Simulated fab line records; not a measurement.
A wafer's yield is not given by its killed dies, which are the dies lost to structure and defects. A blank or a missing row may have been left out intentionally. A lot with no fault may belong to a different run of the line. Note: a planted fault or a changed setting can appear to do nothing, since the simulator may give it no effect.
Matching of chambers + flow nand-harc + NHARC_A_STAIRCASE_ETCH_292 on rie-diel-06: 4 sister chambers
The step etches the open film in CF4/CHF3. 24 wafers are shown with their chamber, then 12 later ones without.

## EACH WAFER AND ITS CHAMBER
| wafer  | chamber | drypump-motor-current-A (A) | showerhead-plenum-p-Torr (Torr) | rf-vpp-V (V) |
|--------|---------|-----------------------------|---------------------------------|--------------|
| L075.1 | 0       | 5.6                         | 1.61                            | 370.2        |
| L075.3 | 3       | 4.8                         | 1.65                            | 372.9        |
| L075.6 | 0       | 5.6                         | 1.61                            | 372.2        |
| L076.1 | 3       | 4.8                         | 1.65                            | 372.4        |
| L076.2 | 2       | 5.5                         | 1.66                            | 372.9        |
| L076.6 | 2       | 5.5                         | 1.65                            | 372.5        |
| L080.1 | 3       | 4.8                         | 1.64                            | 372.2        |
| L080.2 | 2       | 5.5                         | 1.65                            | 373.7        |
| L080.4 | 0       | 5.6                         | 1.60                            | 372.5        |
| L081.2 | 1       | 5.6                         | 1.53                            | 370.4        |
| L081.4 | 3       | 4.8                         | 1.64                            | 373.4        |
| L081.6 | 3       | 4.8                         | 1.64                            | 371.3        |
| L083.2 | 0       | 5.6                         | 1.60                            | 371.4        |
| L083.5 | 0       | 5.6                         | 1.60                            | 369.9        |
| L083.6 | 1       | 5.6                         | 1.53                            | 369.8        |
| L086.1 | 1       | 5.6                         | 1.53                            | 368.1        |
| L086.2 | 2       | 5.5                         | 1.65                            | 372.5        |
| L086.5 | 0       | 5.6                         | 1.60                            | 372.1        |
| L085.2 | 2       | 5.5                         | 1.65                            | 372.6        |
| L085.3 | 0       | 5.6                         | 1.60                            | 370.9        |
| L085.5 | 2       | 5.5                         | 1.65                            | 371.1        |
| L088.1 | 2       | 5.5                         | 1.65                            | 372.3        |
| L088.3 | 1       | 5.7                         | 1.53                            | 369.9        |
| L088.6 | 3       | 4.8                         | 1.64                            | 372.9        |

SIGNATURES (means of the wafers above)
| reading                  | chamber 0 | chamber 1 | chamber 2 | chamber 3 | scatter within a chamber |
|--------------------------|-----------|-----------|-----------|-----------|--------------------------|
| drypump-motor-current-A  | 5.600     | 5.625     | 5.500     | 4.800     | 0.0194                   |
| showerhead-plenum-p-Torr | 1.6029    | 1.5300    | 1.6514    | 1.6433    | 0.00425                  |
| rf-vpp-V                 | 371.314   | 369.550   | 372.514   | 372.517   | 0.881                    |
Rule: distance of a wafer from a chamber = root of the sum over the readings of ((wafer's reading minus chamber's mean) / reading's scatter) squared. The wafer belongs to the nearest chamber; if the next one is less than 2 further off, it can't be placed. The scatter: take each reading less its chamber's mean, square it, sum over the shown wafers, divide by the number of wafers less the number of chambers, and take the root.

## WAFERS MISSING THEIR CHAMBER
| wafer  | drypump-motor-current-A (A) | showerhead-plenum-p-Torr (Torr) | rf-vpp-V (V) |
|--------|-----------------------------|---------------------------------|--------------|
| L089.2 | 5.5                         | 1.65                            | 373.3        |
| L089.5 | 5.6                         | 1.53                            | 367.8        |
| L089.6 | 5.5                         | 1.65                            | 372.8        |
| L091.2 | 5.7                         | 1.53                            | 369.0        |
| L091.4 | 4.8                         | 1.64                            | 373.4        |
| L091.6 | 5.5                         | 1.65                            | 372.1        |
| L093.1 | 4.8                         | 1.63                            | 372.2        |
| L093.2 | 5.5                         | 1.64                            | 371.2        |
| L093.6 | 5.6                         | 1.53                            | 368.6        |
| L096.1 | 4.8                         | 1.63                            | 372.3        |
| L096.4 | 5.7                         | 1.60                            | 371.0        |
| L096.5 | 5.7                         | 1.53                            | 369.5        |

## EACH ONE'S CHAMBER
| wafer  | from the rows above | in truth |
|--------|---------------------|----------|
| L089.2 | 2                   | 2        |
| L089.5 | 1                   | 1        |
| L089.6 | 2                   | 2        |
| L091.2 | 1                   | 1        |
| L091.4 | 3                   | 3        |
| L091.6 | 2                   | 2        |
| L093.1 | 3                   | 3        |
| L093.2 | 2                   | 2        |
| L093.6 | 1                   | 1        |
| L096.1 | 3                   | 3        |
| L096.4 | 0                   | 0        |
| L096.5 | 1                   | 1        |
Correct placement for 12 of the 12. Left unplaced by these rows: 0. Number placed wrongly: 0.
